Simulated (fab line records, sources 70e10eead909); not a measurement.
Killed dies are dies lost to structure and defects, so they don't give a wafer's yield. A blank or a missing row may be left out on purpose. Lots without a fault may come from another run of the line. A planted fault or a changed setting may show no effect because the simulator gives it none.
fab line records | flow nand_harc
record lots=5 wafers=15 last_day=25
route steps=1159 shown A_STAIRCASE@727 A_SGD_CUT@747 END@1159
lots that met no fault: from a run of the same line without faults
start_h: hours from the record's first day to the start of the lot's first wafer shown | wait_h: hours since the lot's step before | " the same as in the row above | L1.1+2: a row that stands for several wafers | - no value, or no start given | * or withheld: withheld | < > ~ a bound
route shown NAME@n: a module of which the file shows steps, and the number in the route of the first | usual: mean/standard deviation of fault-free wafers | same: alike in all rows | chamber/n: place in a boat | sites: the reading at each site | _std_site: their standard deviation | _edge_site: outer sites' mean less inner sites' | radius_mm: how far each site lies from the wafer's centre | mask NAME#n: copy n | behind: the tool/chamber that last shaped the wafer | hold: why the lot was held/for how many hours/how that ended | device: the transistor (n, p or np) that didn't switch | end of line: the same wafers' tests at the end of the route | a step without rows: its recipe alone | killed: dies lost to structure and defects at the first sort, not the wafer's yield | map: a wafer's dies, x killed, . not, _ none there
set.NAME: the setting as run; set.NAME@STEP: as run at that earlier step | model.NAME: the simulator's own value behind a step, which no gauge read
lots at some steps of the route; a table a step, a row a wafer
services: from which hour (start_h, from the record's first day; less than 0 if before it) a tool's chamber was out of use, for how many hours, and why
## steps
# step NHARC_A_STAIRCASE_ETCH_444
# recipe target_depth_a=1.02e+05 time_s=3400 c4f8_flow_sccm=20 o2_flow_sccm=10 ar_flow_sccm=withheld rf_w=600 bias_w=1000 chemistry=C4F8/O2
# usual chamber_pressure_mTorr=25.002/0.022 oes_product_au=0.937/0.025 rf_vpp_V=804/4.7
# columns lot.wafer tool chamber start_h wait_h chamber_pressure_mTorr oes_product_au rf_hours_counter_h rf_vpp_V
L494.4 rie_diel-11 2 317.26 0.1 25.005 0.909 40 802
L494.2 " 3 " " 24.995 0.932 43 800
L494.6 " 3 " " 24.994 0.934 - 802
L495.4 rie_diel-11 2 324.52 1.5 24.952 0.917 47 803
L495.1 " 0 " " 25.008 0.913 47 809
L495.3 " 1 " " 25.019 0.928 51 800
L500.2 rie_diel-01 1 362.95 0.1 25.007 0.988 14 808
L500.1 " 3 " " 25.007 0.954 15 802
L500.6 " 1 " " 25.011 0.981 - 809
L512.3 rie_diel-11 3 424.13 0.1 24.986 0.938 15 802
L512.1 " 2 " " 25.030 0.917 15 801
L512.5 " 3 " " 25.000 0.940 - 802
L511.2 rie_diel-11 3 426.00 1.9 25.013 0.952 17 801
L511.4 " 1 " " 24.997 0.929 17 799
L511.6 " 2 " " 24.984 0.942 - 801
# step NHARC_A_STAIRCASE_STRIP_446
# recipe power_w=1500 temp_c=250 chemistry=O2
# step NHARC_A_STAIRCASE_STRIP_447
# recipe time_s=900 temp_c=130 chemistry=SPM
# step NHARC_A_STAIRCASE_PRECLEAN_448
# recipe time_s=* temp_c=50 bath_age_min=0 chemistry=SC1
# step NHARC_A_STAIRCASE_SRD_449
# step NHARC_A_STAIRCASE_CMP_450
# recipe target_thk_nm=200 material=SiO2
# step NHARC_A_STAIRCASE_CMP_152
# step NHARC_A_STAIRCASE_SRD_154
# step NHARC_A_STAIRCASE_ETCH_403
# recipe target_depth_a=1082 chemistry=dHF material=SiO2
# step NHARC_A_STAIRCASE_ETCHBACK_422
# recipe target_depth_a=400 over_etch_frac=0.3 time_s=74.286 ion_energy_ev=120 ch3f_flow_sccm=50 o2_flow_sccm=30 ar_flow_sccm=200 rf_w=500 bias_w=100 chemistry=CH3F/O2
# step NHARC_A_STAIRCASE_ETCH_423
# recipe target_depth_a=300 chemistry=dHF material=SiO2
# columns lot.wafer tool chamber start_h wait_h
L494.2+6+4 wet_bench-04 5,7,0 321.34 0.2
L495.4+3+1 wet_bench-09 3,4,5 328.38 0.2
L500.6+2+1 wet_bench-09 7,0,2 366.68 0.1
L512.5+3+1 wet_bench-09 2,5,6 427.90 0.1
L511.6+4+2 wet_bench-09 5,7,0 429.64 0.1
# step NHARC_A_STAIRCASE_ETCHBACK_157
# recipe target_depth_a=900 over_etch_frac=0.3 time_s=167.14 ion_energy_ev=120 ch3f_flow_sccm=50 o2_flow_sccm=30 ar_flow_sccm=200 rf_w=500 bias_w=100 chemistry=CH3F/O2
# step NHARC_A_STAIRCASE_STRIP_475
# recipe time_s=20 o2_flow_sccm=500 ar_flow_sccm=0 bias_w=0 chemistry=O2
# step NHARC_A_STAIRCASE_DEP_471
# recipe target_thk_a=1000 temp_c=400 pressure_torr=6.5 rf_w=900 teos_flow_sccm=161.4 flow_sccm=2650 target_thk_nm=100 gas=O2 material=SiO2
# step NHARC_A_STAIRCASE_CMP_472
# recipe material=SiO2
# usual motor_current_A=12.1/1.4
# columns lot.wafer tool chamber start_h wait_h motor_current_A
L494.2 cmp-03 1 322.28 0.2 13.0
L494.4 " 3 " " 9.7
L494.6 " 2 " " 13.5
L495.4 cmp-02 3 329.13 0.2 11.7
L495.3 " 0 " " 9.3
L495.1 " 1 " " 11.5
L500.2 cmp-01 2 367.42 0.2 11.8
L500.1 " 0 " " 13.2
L500.6 " 3 " " 13.7
L512.1 cmp-03 2 428.86 0.3 13.9
L512.3 " 3 " " 10.2
L512.5 " 0 " " 13.2
L511.4 cmp-01 0 430.59 0.1 12.8
L511.2 " 1 " " 10.7
L511.6 " 1 " " 10.4
# step NHARC_A_STAIRCASE_SRD_474
# step NHARC_A_SGD_CUT_DEP_00
# recipe target_thk_a=500 temp_c=400 target_thk_nm=50 flow_sccm=200 rf_w=450 material=SiNx
# usual heater_power_w=720/110
# columns lot.wafer tool chamber start_h wait_h heater_power_w
L494.2 pecvd-03 0 322.74 0.1 625
L494.6 " 0 " " 633
L494.4 " 1 " " 794
L495.1 pecvd-01 1 329.54 0.1 678
L495.3 " 2 " " 619
L495.4 " 1 " " 670
L500.2 pecvd-02 1 367.83 0.1 698
L500.1 " 2 " " 931
L500.6 " 0 " " 738
L512.1 pecvd-03 0 429.55 0.4 604
L512.3 " 1 " " 839
L512.5 " 2 " " 654
L511.2 pecvd-02 1 431.06 0.1 688
L511.4 " 0 " " 748
L511.6 " 1 " " 706
# step NHARC_A_SGD_CUT_DEHYDRATE_01
# recipe temp_c=150 time_s=120
# step NHARC_A_SGD_CUT_HMDS_02
# recipe time_s=30
# step NHARC_A_SGD_CUT_COAT_56
# recipe temp_c=260 time_s=75
# step NHARC_A_SGD_CUT_COAT_57
# recipe temp_c=225 time_s=65
# step NHARC_A_SGD_CUT_COAT_03
# recipe spin_rpm=1500 resist_thk_nm=90
# step NHARC_A_SGD_CUT_SOFTBAKE_04
# recipe temp_c=105 time_s=55
# step NHARC_A_SGD_CUT_EBR_05
# step NHARC_A_SGD_CUT_EXPOSE_06
# recipe na=1.35 dose_mj=85.59 mask_id=SGD
# step NHARC_A_SGD_CUT_PEB_07
# recipe peb_temp_c=100 peb_time_s=65
# step NHARC_A_SGD_CUT_DEVELOP_08
# recipe develop_time_s=35 dev_temp_c=23
# step NHARC_A_SGD_CUT_CD_MEAS_09
# recipe target_cd_nm=100 landing_energy_ev=500
# usual cd_nm=99.5/0.76
# columns lot.wafer tool chamber start_h wait_h cd_nm
L494.2 cd_sem-01 0 323.31 - 99.2
L494.4 " 0 " " 98.5
L494.6 " 0 " " 98.2
L495.1 cd_sem-03 0 330.24 - 99.5
L495.3 " 0 " " 98.1
L495.4 " 0 " " 98.8
L500.1 cd_sem-01 0 368.56 - 98.1
L500.2 " 0 " " 99.1
L500.6 " 0 " " 100.1
L512.1 cd_sem-03 0 430.12 - 98.5
L512.3 " 0 " " 99.0
L512.5 " 0 " " 99.9
L511.2 cd_sem-03 0 431.75 - 98.9
L511.4 " 0 " " 99.3
L511.6 " 0 " " 98.2
# step NHARC_A_SGD_CUT_OVL_MEAS_10
# usual overlay_x_nm=0.1/0.65 overlay_y_nm=-0.1/0.76
# columns lot.wafer tool chamber start_h wait_h overlay_x_nm overlay_y_nm
L494.2 overlay-01 - 323.40 - 1.1 0.5
L494.4 " - " " 1.4 -0.6
L494.6 " - " " 1.5 -0.5
L495.1 overlay-02 - 330.34 - 1.2 0.9
L495.3 " - " " 1.4 1.2
L495.4 " - " " 0.8 0.8
L500.1 overlay-02 - 368.65 - -0.7 -1.1
L500.2 " - " " -0.8 -1.1
L500.6 " - " " -0.9 -1.1
L512.1 overlay-01 - 430.20 - -0.3 -1.6
L512.3 " - " " -0.1 -1.8
L512.5 " - " " -0.5 -1.4
L511.2 overlay-01 - 431.84 - -0.1 0.9
L511.4 " - " " -0.5 0.9
L511.6 " - " " -0.3 0.5
# step NHARC_A_SGD_CUT_DESCUM_14
# recipe time_s=3 o2_flow_sccm=200 ar_flow_sccm=0 bias_power_w=0 chemistry=O2
# step NHARC_A_SGD_CUT_ETCH_58
# recipe target_depth_a=390 over_etch_frac=0.3 time_s=65 ion_energy_ev=80 cf4_flow_sccm=150 ar_flow_sccm=0 rf_w=300 bias_w=100 chemistry=CF4
# usual chamber_pressure_mTorr=50.00/0.044 drypump_motor_current_A=5.7/0.47 oes_product_au=1.006/0.012 rf_vpp_V=151.0/1.3 showerhead_plenum_p_Torr=1.75/0.082 throttle_valve_pct=13.283/0.0094
# columns lot.wafer tool chamber start_h wait_h chamber_pressure_mTorr drypump_motor_current_A oes_product_au rf_hours_counter_h rf_vpp_V showerhead_plenum_p_Torr throttle_valve_pct
L494.4 rie_diel-09 1 323.58 0.1 50.03 5.0 0.997 7 150.3 1.73 13.277
L494.2 " 2 " " 49.94 5.1 1.018 5 150.3 1.68 13.280
L494.6 " 1 " " 50.01 5.0 0.999 - 149.9 1.73 13.298
L495.3 rie_diel-06 1 330.53 0.1 50.09 5.9 1.017 6 149.5 1.65 13.287
L495.4 " 2 " " 50.09 6.0 1.005 6 152.5 1.88 13.282
L495.1 " 3 " " 49.95 6.5 1.016 5 153.3 1.88 13.275
L500.2 rie_diel-09 1 368.83 0.1 49.91 5.1 0.990 10 150.1 1.73 13.278
L500.1 " 0 " " 49.90 5.7 1.004 11 151.2 1.71 13.282
L500.6 " 1 " " 50.00 5.1 0.997 - 150.6 1.73 13.270
L512.1 rie_diel-03 2 430.39 0.1 49.99 5.6 0.991 4 152.2 1.77 13.280
L512.3 " 0 " " 50.02 6.0 1.025 4 152.0 1.78 13.299
L512.5 " 3 " " 50.01 6.0 1.009 - 149.0 1.66 13.284
L511.2 rie_diel-03 2 432.03 0.1 49.97 5.6 1.000 5 150.4 1.77 13.270
L511.4 " 0 " " 49.99 6.0 1.031 5 151.8 1.78 13.290
L511.6 " 1 " " 50.02 5.7 1.009 - 149.3 1.65 13.288
# step NHARC_A_SGD_CUT_ETCH_59
# recipe target_depth_a=2600 over_etch_frac=0.25 time_s=406.25 ion_energy_ev=200 n2_flow_sccm=150 h2_flow_sccm=150 ar_flow_sccm=0 rf_w=400 bias_w=150 chemistry=N2/H2
# step NHARC_A_SGD_CUT_ETCH_15
# recipe target_depth_a=750 time_s=64.3 ch3f_flow_sccm=50 o2_flow_sccm=30 ar_flow_sccm=200 rf_w=500 bias_w=100 chemistry=CH3F/O2
# step NHARC_A_SGD_CUT_ETCH_16
# recipe target_depth_a=3105 time_s=155.2 c4f8_flow_sccm=withheld o2_flow_sccm=8 ar_flow_sccm=withheld rf_w=600 bias_w=800 chemistry=C4F8/O2/Ar
# usual chamber_pressure_mTorr=24.996/0.025 oes_product_au=0.979/0.015 rf_vpp_V=722/5
# columns lot.wafer tool chamber start_h wait_h chamber_pressure_mTorr oes_product_au rf_hours_counter_h rf_vpp_V
L494.4 rie_diel-09 1 - - 25.006 0.984 7 721
L494.2 " 2 " " 25.020 0.987 5 719
L494.6 " 3 " " 25.012 0.968 - 718
L495.4 rie_diel-06 3 - - 24.986 0.990 5 730
L495.3 " 0 " " 24.936 0.997 6 727
L495.1 " 1 " " 25.016 0.992 6 716
L500.2 rie_diel-09 1 - - 24.995 0.976 10 722
L500.1 " 2 " " 24.999 0.983 8 718
L500.6 " 2 " " 24.999 0.977 - 719
L512.1 rie_diel-03 2 - - 25.037 0.957 4 723
L512.3 " 3 " " 25.022 0.986 5 715
L512.5 " 1 " " 24.999 0.974 - 718
L511.4 rie_diel-03 0 - - 24.993 1.019 5 723
L511.2 " 1 " " 24.984 0.978 6 717
L511.6 " 1 " " 24.966 0.979 - 717
# step NHARC_A_SGD_CUT_STRIP_60
# recipe c4f8_flow_sccm=withheld o2_flow_sccm=8 ar_flow_sccm=withheld bias_w=0 chemistry=C4F8/O2/Ar
# step NHARC_A_SGD_CUT_STRIP_17
# recipe o2_flow_sccm=500 ar_flow_sccm=0 bias_w=0 chemistry=O2
# step NHARC_A_SGD_CUT_PRECLEAN_18
# recipe time_s=* temp_c=50 bath_age_min=0 chemistry=SC1
# step NHARC_END_SORT_01
# recipe temp_c=25
# usual killed_at_array=28/11 killed_at_other=0.7/0.88 killed_at_periphery=3.1/2.2 killed_dies=31/12 killed_open=3.3/2 killed_short=2.0/1.6
# same gross_dies=677
# columns lot.wafer tool chamber start_h wait_h killed_at_array killed_at_other killed_at_periphery killed_dies killed_open killed_short
L500.6 prober-02 0 502.65 4.0 84 1 2 87 4 2
L511.2 prober-02 0 578.62 2.8 49 1 11 61 4 2
L511.4 prober-02 0 580.22 3.4 45 1 4 50 6 2
L511.6 prober-02 0 581.82 4.0 42 0 1 43 1 2
# killed by level:class
L500.6 A_STAIRCASE:unspecified=74 A_CONTACT:geometric_particle:open=2 A_CHANNEL_HOLE_D1:chamber_film_flake=2 P_M0:geometric_particle:open=1 A_ONON_D1:geometric_particle:short=1 A_WL_FILL:geometric_particle:short=1 P_STI:chamber_film_flake=1 STARTING-WAFER:geometric_particle:open=1
L511.2 A_SLIT:chamber_film_flake=17 A_CHANNEL_HOLE_D1:chamber_film_flake=15 A_STAIRCASE:chamber_film_flake=7 A_CONTACT:chamber_film_flake=5 P_ZERO_WELL:chamber_film_flake=4 P_CONTACT:geometric_particle:open=2 P_GATE:chamber_film_flake=2 A_ZERO_WELL:chamber_film_flake=2
L511.4 A_SLIT:chamber_film_flake=15 A_CHANNEL_HOLE_D1:chamber_film_flake=14 A_CONTACT:chamber_film_flake=6 A_M0:geometric_particle:open=2 A_STAIRCASE:chamber_film_flake=2 P_GATE:geometric_particle:short=1 P_CONTACT:geometric_particle:open=1 A_ONON_D1:geometric_particle:open=1
L511.6 A_SLIT:chamber_film_flake=15 A_CHANNEL_HOLE_D1:chamber_film_flake=12 A_CONTACT:chamber_film_flake=6 A_STAIRCASE:chamber_film_flake=5 A_ONON_D1:geometric_particle:open=1 A_CHANNEL_FILL_D1:geometric_particle:short=1 A_WL_FILL:geometric_particle:short=1 P_ZERO_WELL:chamber_film_flake=1
# map L500.6 (x killed, . not)
____________.____________
_________...x..._________
_______..........._______
______.......x.....______
_____....xx........._____
____.....x.x.........____
____....xxxxx........____
___....xxxxxxx........___
___.....xxxxxx........___
__....xxxxxxxxx........__
__....xxxxxxxxx.......x__
_.....xxxxxxx..........._
_..x..xxxxxxxx.x........_
_.....xxxxxxxx.........._
_......xxxxxxx.........._
_.......xx.........x...._
..........x..............
.........................
.........................
...x.....................
.........................
_......................._
_.....................xx_
_.........x............._
_.....................x._
_..........x............_
__.....................__
__.x...................__
___...................___
___...................___
____.................____
____.................____
_____..............._____
______x............______
_______..........._______
_________......._________
____________.____________
# map L511.2 (x killed, . not)
____________.____________
_________......._________
_______..x........_______
______.............______
_____...x..........._____
____x..........x....x____
____...............x.____
___x..................___
___.................x.___
__..........x...x......__
__...x.....x...........__
_......................._
_...x............x......_
_..............x........_
_.........x............._
_..............x........_
.........................
.............xx..........
.....................xx..
....................x.x.x
..x...........x......xx..
_....................x.._
_x..................xxxx_
_xxxx...x...x..........x_
_xx...............x..xxx_
_.xx...................._
__.xx......x...........__
__x.xx.....x...........__
___...................___
___x..........x......x___
____.................____
____........x........____
_____..............._____
______.....x.......______
_______..........._______
_________......._________
____________.____________
## services
# columns tool chamber start_h hours kind
pecvd-03 - 294.11 13.0 pm
rie_diel-01 - 314.91 9.0 pm
cmp-02 - 324.50 4.0 pm
rie_diel-03 2 325.88 2.7 repair
rie_diel-01 2 331.12 8.1 repair
pecvd-02 - 334.02 13.0 pm
wet_bench-04 - 339.29 8.0 pm
cmp-03 - 346.13 5.1 repair
cmp-03 - 352.00 4.0 pm
rie_diel-06 1 354.61 79.9 repair
cmp-01 - 356.35 1.4 repair
rie_diel-06 - 356.93 1.1 repair
cmp-02 - 367.49 2.8 repair
rie_diel-11 - 369.76 9.0 pm
cmp-01 - 375.50 4.0 pm
rie_diel-06 3 382.19 3.6 repair
rie_diel-06 3 388.27 8.5 repair
rie_diel-03 - 392.30 9.0 pm
cmp-01 - 395.14 1.4 repair
pecvd-02 1 400.68 11.8 repair
rie_diel-03 2 410.34 6.7 repair
cmp-03 - 411.00 0.9 repair
rie_diel-06 - 418.27 9.0 pm
rie_diel-09 - 431.10 9.0 pm
## key
first_sign step=NHARC_END_SORT_01 reading=killed_at_array direction=up sigmas=5 usual=28 struck=84
effect step=NHARC_END_SORT_01 reading=killed_dies direction=up sigmas=4.6 usual=31 struck=87
more_kills_born_at NHARC_A_STAIRCASE_ETCH_423@wet_bench-09=74
met_at NHARC_A_STAIRCASE_ETCH_423
struck_wafers L500.6
tester_left_out L500
fault kind=chamber_particle_source tool=wet_bench-09 chamber=7 onset_h=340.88 steps=NHARC_A_STAIRCASE_ETCH_423 rate_per_visit_cm2=0.43614 end_h=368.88
# tester_left_out: of these lots the tester's yield and bins aren't shown, on N5 and GAA mostly nor the transistor test; their killed dies are dies lost to structure and defects alone, not to doping, threshold or leakage, so they don't give the yield
